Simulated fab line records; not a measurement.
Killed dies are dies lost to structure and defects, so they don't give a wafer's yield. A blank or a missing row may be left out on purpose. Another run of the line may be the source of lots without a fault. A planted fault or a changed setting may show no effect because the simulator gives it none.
Comparing a struck lot with a sound one ; flow nand_harc ; 15 steps out of a route of 1159
Sound: wafers L463.1, L463.4, L463.5. Struck: wafer L470.2. (L470.3, L470.5 of the same lot were not struck and are left out.) The cause comes at the end.
Per side, at each step with rows, come the tool, then ch with its chambers, and then its first start. Under that, the readings that differ: sound wafers ; struck wafers ; difference of the means ; sigmas: that difference in standard deviations of wafers without a fault.
alike: readings whose means differ by less than 2 such deviations, and words and numbers that are the same on both sides. not compared: withheld readings, readings that some wafer has no value for, bounds like >300 that may hide the same value, and numbers for which the record gives no deviation and whose values overlap.
The two part at a step that has a row with sigmas, a row that says differs or no value, or rows on one side only. Numbers that have no deviation but don't overlap get no sigmas and don't part them. Lack of a reading on every wafer of one side parts them only where that side has two or more wafers.

NHARC_P_GATE_INSPECT_28:
  sound: defect_inspect-02 at day 6 01:05; struck: defect_inspect-02 at day 8 00:04
  alike: raw_defect_count
then, 1 step without rows for these wafers: NHARC_P_GATE_DESCUM_31 (chemistry O2, time 3 s).
NHARC_P_GATE_ETCH_104: etches the open film in CF4/CHF3, target depth 60 nm.
  sound on rie_diel-11 ch 1,3, day 6 01:16; struck on rie_diel-03 ch 1, day 8 00:25
  alike: drypump_motor_current_A, oes_product_au, rf_vpp_V, showerhead_plenum_p_Torr, throttle_valve_pct
NHARC_P_GATE_HM_OPEN_105: chemistry O2/COS, target depth 360 nm.
  sound on rie_diel-11 ch 0,2; struck on rie_diel-03 ch 1
  alike: drypump_motor_current_A, oes_product_au, rf_vpp_V, showerhead_plenum_p_Torr, throttle_valve_pct
  not compared: rf_hours_counter_h
then, 2 steps without rows for these wafers: NHARC_P_GATE_STRIP_106 (strips in O2/COS); NHARC_P_GATE_ETCH_114 (etches the open film in CF4/O2, target depth 30 nm, overetch 3 nm, time 16.5 s).
NHARC_P_GATE_ETCH_32: etches the open film in HBr/Cl2, target depth 150 nm, time 100.1 s.
  sound on rie_si-04 ch 1,3, day 6 01:43; struck on rie_si-03 ch 1, day 8 01:05
  alike: drypump_motor_current_A, mfc_cl2_sccm, oes_product_au, throttle_valve_pct
  not compared: rf_hours_counter_h
NHARC_P_GATE_STRIP_108: strips in O2.
  sound on rie_diel-11 ch 0,1,2, day 6 01:55; struck on rie_diel-03 ch 2, day 8 01:15
  alike: drypump_motor_current_A, oes_product_au, rf_vpp_V, showerhead_plenum_p_Torr, throttle_valve_pct
  not compared: rf_hours_counter_h
NHARC_P_GATE_CD_MEAS_33:
  sound: cd_sem-03 at day 6 02:03; struck: cd_sem-03 at day 8 01:26
  alike: cd_nm
then, 3 steps without rows for these wafers: NHARC_P_GATE_STRIP_35 (strips in SPM, time 600 s); NHARC_P_GATE_PRECLEAN_73 (cleans in SC1); NHARC_P_GATE_SRD_74.
NHARC_P_GATE_ALD_36: deposits SiNx, target thk 20 nm, pulse time 60 s, ald cycles 223.
  sound on ald_sin-02 ch 0,1,2, day 6 04:37; struck on ald_sin-02 ch 3, day 8 01:58
reading;sound;struck;difference;sigmas
ald_cycles;223 223 223;248;+25;
  alike: heater_power_w, precursor_pulse_height_rel
  not compared: since_wet_clean_h
NHARC_P_GATE_ETCHBACK_37: etches the open film in CHF3/O2, target depth 34.5 nm, time 17.2 s.
  sound on rie_diel-11 ch 2,3; struck on rie_diel-12 ch 3
reading;sound;struck;difference;sigmas
drypump_motor_current_A (A);6.1 6.6 6.6;5.5;-0.9;-2
oes_product_au (a.u.);0.92 0.91 0.92;0.99;+0.07;+2
  alike: rf_vpp_V, showerhead_plenum_p_Torr, throttle_valve_pct
  not compared: rf_hours_counter_h
NHARC_END_SORT_01:
  the record has rows for the sound wafers here (prober-01 ch 0, day 21 03:53) and none for the struck ones

== WHERE THEY PART ==
Last at NHARC_END_SORT_01 as far as this record goes, first at NHARC_P_GATE_ETCHBACK_37.

WHY: whatever the simulator had introduced
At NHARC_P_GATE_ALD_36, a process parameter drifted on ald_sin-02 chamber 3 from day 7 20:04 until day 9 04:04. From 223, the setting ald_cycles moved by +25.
